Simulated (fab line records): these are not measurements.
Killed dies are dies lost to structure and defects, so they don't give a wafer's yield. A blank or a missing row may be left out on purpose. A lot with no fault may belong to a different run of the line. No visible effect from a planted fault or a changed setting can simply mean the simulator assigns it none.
Which tool is to blame? ; flow n5_finfet ; 24 lots with 72 wafers sampled at 5 steps, on a route of 1938 steps

## WHAT EACH GAUGE READ, for each wafer
N5_BEOL_M9_CD_MEAS_28: the cd target is 70 nm. Usual: 70.10 nm for cd_nm, sd 0.22.
lot;measured;on;cd_nm (nm);flag
L074;day 9 14:53;cd_sem-01;70.40 69.81 70.03;
L075;day 9 18:41;cd_sem-01;70.13 70.01 69.99;
L076;day 10 03:50;cd_sem-03;69.85 70.26 69.64;
L077;day 10 05:55;cd_sem-02;69.83 70.05 70.32;
L078;day 10 12:25;cd_sem-03;69.98 69.72 69.93;
L079;day 10 18:37;cd_sem-02;70.12 70.09 70.23;
L080;day 10 21:16;cd_sem-03;70.37 70.25 70.30;
L082;day 11 10:46;cd_sem-02;70.14 70.29 69.93;
L081;day 11 16:52;cd_sem-01;70.35 70.33 69.75;
L083;day 11 18:55;cd_sem-02;69.82 70.17 70.02;
L084;day 12 02:24;cd_sem-01;69.88 70.44 70.61;
L086;day 12 06:40;cd_sem-02;70.10 69.79 70.15;
L085;day 12 18:22;cd_sem-02;69.99 70.04 70.12;
L087;day 12 19:23;cd_sem-02;70.14 70.13 70.17;
L088;day 13 01:16;cd_sem-02;69.69 70.04 69.96;
L089;day 13 01:11;cd_sem-01;70.34 70.46 70.12;
L090;day 13 19:28;cd_sem-03;70.29 69.92 70.11;
L091;day 14 02:47;cd_sem-03;70.03 69.98 69.90;
L092;day 14 05:02;cd_sem-02;70.07 70.28 70.15;
L093;day 14 05:44;cd_sem-03;69.90 70.34 69.86;
L094;day 14 17:41;cd_sem-02;70.31 69.98 70.12;
L095;day 14 21:35;cd_sem-01;69.85 70.62 70.10;
L097;day 15 05:16;cd_sem-03;70.00 70.12 70.12;
L096;day 15 08:26;cd_sem-03;69.71 69.98 70.35;

N5_BEOL_M9_THK_MEAS_53: measures by xrf. Usual: M9_THK 141 nm, standard deviation 3.2.
lot;measured;on;M9_THK (nm);flag
L074;day 9 18:36;film_metro-01;136 139 142;
L075;day 9 22:19;film_metro-01;145 139 141;
L076;day 10 08:22;film_metro-02;140 135 139;
L077;day 10 08:47;film_metro-02;139 140 144;
L078;day 10 15:13;film_metro-02;136 141 136;
L079;day 10 22:55;film_metro-02;140 142 140;
L080;day 11 00:07;film_metro-02;138 143 143;
L082;day 11 15:17;film_metro-02;142 144 147;
L081;day 11 20:36;film_metro-02;141 140 142;
L083;day 11 21:51;film_metro-02;142 145 144;
L084;day 12 05:44;film_metro-02;139 139 134;
L086;day 12 09:45;film_metro-02;138 139 140;
L085;day 12 21:34;film_metro-02;139 146 146;
L087;day 12 22:37;film_metro-02;142 147 140;
L088;day 13 05:17;film_metro-01;145 143 141;
L089;day 13 05:04;film_metro-01;138 141 144;
L090;day 13 22:22;film_metro-02;139 139 140;
L091;day 14 05:35;film_metro-02;141 148 142;
L092;day 14 08:30;film_metro-02;138 140 142;
L093;day 14 09:08;film_metro-02;142 142 141;
L094;day 14 20:49;film_metro-02;141 145 140;
L095;day 15 00:49;film_metro-01;134 140 135;
L097;day 15 09:29;film_metro-02;140 145 143;
L096;day 15 13:01;film_metro-01;146 140 138;

## WHAT TOOL EACH LOT RAN ON (gives the tool, then ch and the chambers of the sampled wafers, and finally the start)
lot;N5_BEOL_M8_ANNEAL_51;N5_BEOL_M9_DESCUM_33;N5_BEOL_M9_SPUTTER_48
L074;rtp_anneal-01 ch 0, day 9 09:32;rie_diel-06 ch 0,1,3, day 9 15:25;pvd_sputter-01, day 9 17:29
L075;rtp_anneal-02 ch 0, day 9 14:51;rie_diel-03 ch 0,1,3, day 9 18:49;pvd_sputter-02, day 9 20:57
L076;rtp_anneal-02 ch 0, day 9 23:39;rie_diel-06 ch 0,1, day 10 03:58;pvd_sputter-02, day 10 07:27
L077;rtp_anneal-01 ch 0, day 9 23:43;rie_diel-06 ch 0,2,3, day 10 06:13;pvd_sputter-03, day 10 07:56
L078;rtp_anneal-01 ch 0, day 10 07:26;rie_diel-06 ch 1,2,3, day 10 12:38;pvd_sputter-03, day 10 14:21
L079;rtp_anneal-02 ch 0, day 10 14:16;rie_diel-03 ch 0,3, day 10 18:55;pvd_sputter-03, day 10 22:05
L080;rtp_anneal-02 ch 0, day 10 16:52;rie_diel-06 ch 2,3, day 10 21:26;pvd_sputter-01, day 10 23:12
L082;rtp_anneal-01 ch 0, day 11 04:35;rie_diel-03 ch 0,1,3, day 11 12:07;pvd_sputter-03, day 11 14:28
L081;rtp_anneal-01 ch 0, day 11 08:19;rie_diel-03 ch 0,2,3, day 11 17:00;pvd_sputter-03, day 11 19:47
L083;rtp_anneal-01 ch 0, day 11 14:01;rie_diel-03 ch 1,3, day 11 19:02;pvd_sputter-02, day 11 21:02
L084;rtp_anneal-02 ch 0, day 11 21:32;rie_diel-06 ch 0,2,3, day 12 02:43;pvd_sputter-01, day 12 04:19
L086;rtp_anneal-02 ch 0, day 12 02:52;rie_diel-03 ch 0,2,3, day 12 06:47;pvd_sputter-01, day 12 08:56
L085;rtp_anneal-02 ch 0, day 12 11:56;rie_diel-05 ch 2,3, day 12 18:38;pvd_sputter-01, day 12 20:45
L087;rtp_anneal-02 ch 0, day 12 12:32;rie_diel-05 ch 0,3, day 12 19:30;pvd_sputter-02, day 12 21:37
L088;rtp_anneal-02 ch 0, day 12 20:22;rie_diel-03 ch 0,1,2, day 13 01:23;pvd_sputter-01, day 13 03:26
L089;rtp_anneal-01 ch 0, day 12 20:32;rie_diel-05 ch 0,1,3, day 13 01:18;pvd_sputter-02, day 13 03:22
L090;rtp_anneal-01 ch 0, day 13 12:55;rie_diel-03 ch 0,3, day 13 19:35;pvd_sputter-01, day 13 21:33
L091;rtp_anneal-02 ch 0, day 13 20:30;rie_diel-05 ch 1,2, day 14 02:55;pvd_sputter-02, day 14 04:46
L092;rtp_anneal-01 ch 0, day 14 00:10;rie_diel-03 ch 0,1,3, day 14 05:10;pvd_sputter-02, day 14 07:41
L093;rtp_anneal-02 ch 0, day 14 01:22;rie_diel-05 ch 0,1, day 14 05:51;pvd_sputter-01, day 14 08:19
L094;rtp_anneal-02 ch 0, day 14 09:34;rie_diel-03 ch 0,2,3, day 14 17:48;pvd_sputter-01, day 14 19:53
L095;rtp_anneal-01 ch 0, day 14 17:05;rie_diel-06 ch 0,2,3, day 14 21:42;pvd_sputter-03, day 14 23:48
L097;rtp_anneal-02 ch 0, day 15 00:26;rie_diel-03 ch 0,1,3, day 15 05:23;pvd_sputter-01, day 15 08:40
L096;rtp_anneal-01 ch 0, day 15 04:43;rie_diel-05 ch 1,2,3, day 15 08:34;pvd_sputter-03, day 15 12:07
- N5_BEOL_M8_ANNEAL_51: time 90 s.
- N5_BEOL_M9_DESCUM_33: chemistry O2, time 7 s.
- N5_BEOL_M9_SPUTTER_48: material Cu, target thk 12 nm, time 2 s.

## WHAT THE TOOLS THEMSELVES READ (means of the sampled wafers that have a number; where no wafer has one, the mark that the record gives instead)
N5_BEOL_M8_ANNEAL_51. Usual: 226.2 for wafer_temp_C_max, sd 0.47.
lot;tool;wafer_temp_C_max;flag
L074;rtp_anneal-01;226.5;
L075;rtp_anneal-02;225.7;
L076;rtp_anneal-02;225.9;
L077;rtp_anneal-01;226.6;
L078;rtp_anneal-01;226.8;
L079;rtp_anneal-02;225.7;
L080;rtp_anneal-02;225.9;
L082;rtp_anneal-01;226.6;
L081;rtp_anneal-01;226.9;
L083;rtp_anneal-01;226.3;
L084;rtp_anneal-02;225.7;
L086;rtp_anneal-02;225.9;
L085;rtp_anneal-02;225.8;
L087;rtp_anneal-02;225.7;
L088;rtp_anneal-02;225.7;
L089;rtp_anneal-01;226.4;
L090;rtp_anneal-01;226.8;
L091;rtp_anneal-02;225.9;
L092;rtp_anneal-01;226.8;
L093;rtp_anneal-02;225.7;
L094;rtp_anneal-02;225.8;
L095;rtp_anneal-01;226.7;
L097;rtp_anneal-02;225.7;
L096;rtp_anneal-01;226.5;

N5_BEOL_M9_DESCUM_33. Usual: drypump_motor_current_A 5.7 A, standard deviation 0.3; oes_product_au 0.74 a.u., standard deviation 0.07; rf_fwd_power_W 49.43 W, standard deviation 0.23; rf_vpp_V 243.0 V, standard deviation 1.3; showerhead_plenum_p_Torr 2.09 Torr, standard deviation 0.073; throttle_valve_pct 20.52 %, standard deviation 0.19.
lot;tool;drypump_motor_current_A (A);oes_product_au (a.u.);rf_fwd_power_W (W);rf_vpp_V (V);showerhead_plenum_p_Torr (Torr);throttle_valve_pct (%);flag
L074;rie_diel-06;5.8;0.77;49.43;245.1;2.14;20.68;
L075;rie_diel-03;5.6;0.72;49.46;242.6;2.04;20.53;
L076;rie_diel-06;5.8;0.71;49.21;244.1;2.12;20.69;
L077;rie_diel-06;5.7;0.77;49.20;243.6;2.10;20.63;
L078;rie_diel-06;5.7;0.76;49.30;243.1;2.13;20.60;
L079;rie_diel-03;5.3;0.71;49.38;243.1;2.06;20.50;
L080;rie_diel-06;5.7;0.82;49.51;242.8;2.11;20.63;
L082;rie_diel-03;5.6;0.71;49.50;242.3;2.03;20.55;
L081;rie_diel-03;5.4;0.76;49.44;244.0;2.12;20.45;
L083;rie_diel-03;5.9;0.70;49.39;241.3;2.01;20.62;
L084;rie_diel-06;5.7;0.75;49.31;243.5;2.09;20.66;
L086;rie_diel-03;5.4;0.76;49.57;243.6;2.12;20.47;
L085;rie_diel-05;5.8;0.84;49.53;243.9;2.14;20.34;
L087;rie_diel-05;6.0;0.81;49.60;243.7;2.14;20.61;
L088;rie_diel-03;5.7;0.74;49.68;242.5;2.09;20.54;
L089;rie_diel-05;5.9;0.76;49.38;243.0;2.09;20.44;
L090;rie_diel-03;5.3;0.69;49.61;243.3;2.05;20.52;
L091;rie_diel-05;5.7;0.74;49.30;242.5;2.07;20.12;
L092;rie_diel-03;5.6;0.69;49.45;242.2;2.03;20.59;
L093;rie_diel-05;5.7;0.71;49.35;242.4;2.04;20.28;
L094;rie_diel-03;5.4;0.74;49.58;243.6;2.11;20.49;
L095;rie_diel-06;5.7;0.85;49.25;242.3;2.09;20.54;
L097;rie_diel-03;5.6;0.68;49.66;242.2;2.02;20.60;
L096;rie_diel-05;5.8;0.78;49.49;243.8;2.12;20.30;

N5_BEOL_M9_SPUTTER_48. Usual: 29.8 % for throttle_valve_pct, sd 1.
lot;tool;throttle_valve_pct (%);flag
L074;pvd_sputter-01;29.6;
L075;pvd_sputter-02;29.8;
L076;pvd_sputter-02;29.1;
L077;pvd_sputter-03;29.8;
L078;pvd_sputter-03;30.1;
L079;pvd_sputter-03;30.1;
L080;pvd_sputter-01;30.1;
L082;pvd_sputter-03;29.7;
L081;pvd_sputter-03;30.3;
L083;pvd_sputter-02;29.1;
L084;pvd_sputter-01;29.6;
L086;pvd_sputter-01;29.9;
L085;pvd_sputter-01;30.1;
L087;pvd_sputter-02;29.5;
L088;pvd_sputter-01;30.5;
L089;pvd_sputter-02;30.0;
L090;pvd_sputter-01;29.8;
L091;pvd_sputter-02;29.7;
L092;pvd_sputter-02;29.3;
L093;pvd_sputter-01;29.4;
L094;pvd_sputter-01;29.5;
L095;pvd_sputter-03;29.9;
L097;pvd_sputter-01;30.4;
L096;pvd_sputter-03;30.1;

## THE ANSWER, worked out from the rows above alone
Rule: a lot is off if the mean of its wafers that have a number lies more than 3 standard deviations from the usual mean. A lot without any number at a reading at which 4 lots or more have one is off too. All remaining lots with rows at the step are treated as sound. After the gauges, taken in route order, come the tools' own readings; for these a lot's mean is taken, as printed above. At the first step where some lot is off, the reading lying furthest off is the one used; lots without a number count as furthest.
Nothing can be told from this: no lot is off at any reading shown.

## WHAT HAD BEEN PUT IN BY THE SIMULATOR
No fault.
